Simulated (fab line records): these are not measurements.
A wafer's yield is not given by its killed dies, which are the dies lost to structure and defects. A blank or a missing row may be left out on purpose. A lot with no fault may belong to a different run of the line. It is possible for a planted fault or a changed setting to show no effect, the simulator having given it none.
Which of the tools did it? :: flow nand harc :: Sampling: 6 lots, 18 wafers, 5 of 1159 route steps

WHAT THE GAUGES READ, wafer by wafer
NHARC_END_SORT_01.
lot: L176
measured: day 19 12:20
on: prober-02
killed at other: 0 1 0

lot: L180
measured: day 20 18:22
on: prober-01
killed at other: 0 2 3

lot: L190
measured: day 22 04:52
on: prober-02
killed at other: 1 1 1

lot: L193
measured: day 23 13:19
on: prober-01
killed at other: 1 1 0

lot: L196
measured: day 24 20:11
on: prober-01
killed at other: 0 0 0

lot: L198
measured: day 25 15:51
on: prober-01
killed at other: 0 0 0

WHICH TOOL RAN EACH LOT (tool, then ch and the chambers of the sampled wafers, then the start)
lot: L176
NHARC_A_CHANNEL_HOLE_D1_ETCH_33: har etch-01 ch 0,1, day 8 22:48
NHARC_A_CHANNEL_HOLE_D1_XSEM_31: xsem-01 ch 0, day 9 00:28
NHARC_A_CHANNEL_FILL_D1_ALD_16: ald hk-01 ch 0,1,2, day 9 13:28
NHARC_A_CHANNEL_FILL_D1_STRIP_28: rie diel-09 ch 0,1,2, day 10 01:04

lot: L180
NHARC_A_CHANNEL_HOLE_D1_ETCH_33: har etch-02 ch 0,1, day 9 15:36
NHARC_A_CHANNEL_HOLE_D1_XSEM_31: xsem-01 ch 0, day 9 17:20
NHARC_A_CHANNEL_FILL_D1_ALD_16: ald hk-01 ch 0,1, day 10 05:56
NHARC_A_CHANNEL_FILL_D1_STRIP_28: rie diel-09 ch 2,3, day 10 18:12

lot: L190
NHARC_A_CHANNEL_HOLE_D1_ETCH_33: har etch-01 ch 0,1, day 12 02:40
NHARC_A_CHANNEL_HOLE_D1_XSEM_31: xsem-02 ch 0, day 12 04:16
NHARC_A_CHANNEL_FILL_D1_ALD_16: ald hk-03 ch 0,1,2, day 12 16:05
NHARC_A_CHANNEL_FILL_D1_STRIP_28: rie diel-09 ch 1,2, day 13 03:54

lot: L193
NHARC_A_CHANNEL_HOLE_D1_ETCH_33: har etch-02 ch 0,1, day 12 22:58
NHARC_A_CHANNEL_HOLE_D1_XSEM_31: xsem-01 ch 0, day 13 00:52
NHARC_A_CHANNEL_FILL_D1_ALD_16: ald hk-03 ch 1,2,3, day 13 16:35
NHARC_A_CHANNEL_FILL_D1_STRIP_28: rie diel-03 ch 0,1,3, day 14 04:26

lot: L196
NHARC_A_CHANNEL_HOLE_D1_ETCH_33: har etch-01 ch 0,1, day 13 19:28
NHARC_A_CHANNEL_HOLE_D1_XSEM_31: xsem-01 ch 0, day 13 21:02
NHARC_A_CHANNEL_FILL_D1_ALD_16: ald hk-03 ch 0,1,3, day 14 07:58
NHARC_A_CHANNEL_FILL_D1_STRIP_28: rie diel-09 ch 0,1,2, day 14 19:52

lot: L198
NHARC_A_CHANNEL_HOLE_D1_ETCH_33: har etch-02 ch 0,1, day 14 09:02
NHARC_A_CHANNEL_HOLE_D1_XSEM_31: xsem-01 ch 0, day 14 10:34
NHARC_A_CHANNEL_FILL_D1_ALD_16: ald hk-01 ch 0,2,3, day 15 01:45
NHARC_A_CHANNEL_FILL_D1_STRIP_28: rie diel-09 ch 1,2, day 15 13:54
- NHARC_A_CHANNEL_HOLE_D1_ETCH_33: etches the open film in C4F8/O2/Ar, time 90 s, target depth 400 nm.
- NHARC_A_CHANNEL_HOLE_D1_XSEM_31
- NHARC_A_CHANNEL_FILL_D1_ALD_16: deposits SiO2, target thk 1.5 nm, pulse time 10 s, ald cycles 15.
- NHARC_A_CHANNEL_FILL_D1_STRIP_28: strips in O2, time 20 s.

THE ANSWER, worked out from the rows above alone
Rule: the lots themselves supply what counts as usual. Put in order of their means at a reading, lots are off if they are a third of the lots or fewer, leave a main group of 4 or more, and stand apart from it by a gap of 3 or more times the standard deviation of the main group's means; of several such gaps the widest counts. A main group whose means are all the same, to the digits that the tables above print for the reading, isn't used. Also off: a lot with no number at a reading for which 4 or more lots have one. All remaining lots with rows at the step are treated as sound.
No lot is off at any reading shown: from this, nothing can be told.

WHAT THE SIMULATOR HAD PUT IN
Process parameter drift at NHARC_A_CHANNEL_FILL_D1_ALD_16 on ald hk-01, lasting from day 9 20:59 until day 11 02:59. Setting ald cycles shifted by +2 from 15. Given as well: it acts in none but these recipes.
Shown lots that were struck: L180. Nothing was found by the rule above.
